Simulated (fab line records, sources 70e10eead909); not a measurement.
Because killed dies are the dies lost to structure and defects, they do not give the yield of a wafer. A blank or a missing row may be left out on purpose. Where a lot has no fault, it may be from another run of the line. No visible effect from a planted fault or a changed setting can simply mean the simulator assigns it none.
Chamber matching :: flow nand_harc :: NHARC_A_STAIRCASE_DESCUM_186 on rie_diel-04: 4 sister chambers
The step chemistry O2, time 3 s. 8 wafers are shown with their chamber, then 11 later ones without.

== WAFERS, EACH WITH ITS CHAMBER ==
wafer: L083.4
chamber: 0
showerhead_plenum_p_Torr (Torr): 1.92
drypump_motor_current_A (A): 6.5

wafer: L083.5
chamber: 3
showerhead_plenum_p_Torr (Torr): 1.80
drypump_motor_current_A (A): 5.6

wafer: L087.4
chamber: 2
showerhead_plenum_p_Torr (Torr): 1.81
drypump_motor_current_A (A): 6.7

wafer: L087.6
chamber: 2
showerhead_plenum_p_Torr (Torr): 1.81
drypump_motor_current_A (A): 6.6

wafer: L089.1
chamber: 0
showerhead_plenum_p_Torr (Torr): 1.91
drypump_motor_current_A (A): 6.4

wafer: L089.2
chamber: 3
showerhead_plenum_p_Torr (Torr): 1.80
drypump_motor_current_A (A): 5.6

wafer: L089.3
chamber: 1
showerhead_plenum_p_Torr (Torr): 1.88
drypump_motor_current_A (A): 5.8

wafer: L093.1
chamber: 1
showerhead_plenum_p_Torr (Torr): 1.88
drypump_motor_current_A (A): 5.9

== WAFERS MISSING THEIR CHAMBER ==
wafer: L093.2
showerhead_plenum_p_Torr (Torr): 1.80
drypump_motor_current_A (A): 5.6

wafer: L093.5
showerhead_plenum_p_Torr (Torr): 1.88
drypump_motor_current_A (A): 5.8

wafer: L092.1
showerhead_plenum_p_Torr (Torr): 1.88
drypump_motor_current_A (A): 5.8

wafer: L092.5
showerhead_plenum_p_Torr (Torr): 1.81
drypump_motor_current_A (A): 6.7

wafer: L092.6
showerhead_plenum_p_Torr (Torr): 1.88
drypump_motor_current_A (A): 5.9

wafer: L097.1
showerhead_plenum_p_Torr (Torr): 1.80
drypump_motor_current_A (A): 6.7

wafer: L097.3
showerhead_plenum_p_Torr (Torr): 1.91
drypump_motor_current_A (A): 6.4

wafer: L097.6
showerhead_plenum_p_Torr (Torr): 1.79
drypump_motor_current_A (A): 5.6

wafer: L096.3
showerhead_plenum_p_Torr (Torr): 1.88
drypump_motor_current_A (A): 5.8

wafer: L096.5
showerhead_plenum_p_Torr (Torr): 1.91
drypump_motor_current_A (A): 6.4

wafer: L096.6
showerhead_plenum_p_Torr (Torr): 1.88
drypump_motor_current_A (A): 5.8

== WHICH CHAMBER EACH ONE RAN IN ==
wafer: L093.2
from the rows above: 3
in truth: 3

wafer: L093.5
from the rows above: 1
in truth: 1

wafer: L092.1
from the rows above: 1
in truth: 1

wafer: L092.5
from the rows above: 2
in truth: 2

wafer: L092.6
from the rows above: 1
in truth: 1

wafer: L097.1
from the rows above: 2
in truth: 2

wafer: L097.3
from the rows above: 0
in truth: 0

wafer: L097.6
from the rows above: 3
in truth: 3

wafer: L096.3
from the rows above: 1
in truth: 1

wafer: L096.5
from the rows above: 0
in truth: 0

wafer: L096.6
from the rows above: 1
in truth: 1
Placed correctly: 11 of 11. Not placeable from these rows: 0. 0 placed wrongly.
How it was worked out, from the rows above alone: a wafer's distance from a chamber is the root of the sum, over the readings, of the square of ((its reading less the chamber's mean) divided by the reading's scatter). If the next closest chamber is less than 2 further off than the closest, the wafer can't be placed; otherwise it belongs to the closest. Each chamber's mean is taken over the wafers shown for it. How the scatter is found: for the shown wafers, subtract from each reading the mean of its chamber, square and add these, divide the total by (wafers less chambers), then take the root.
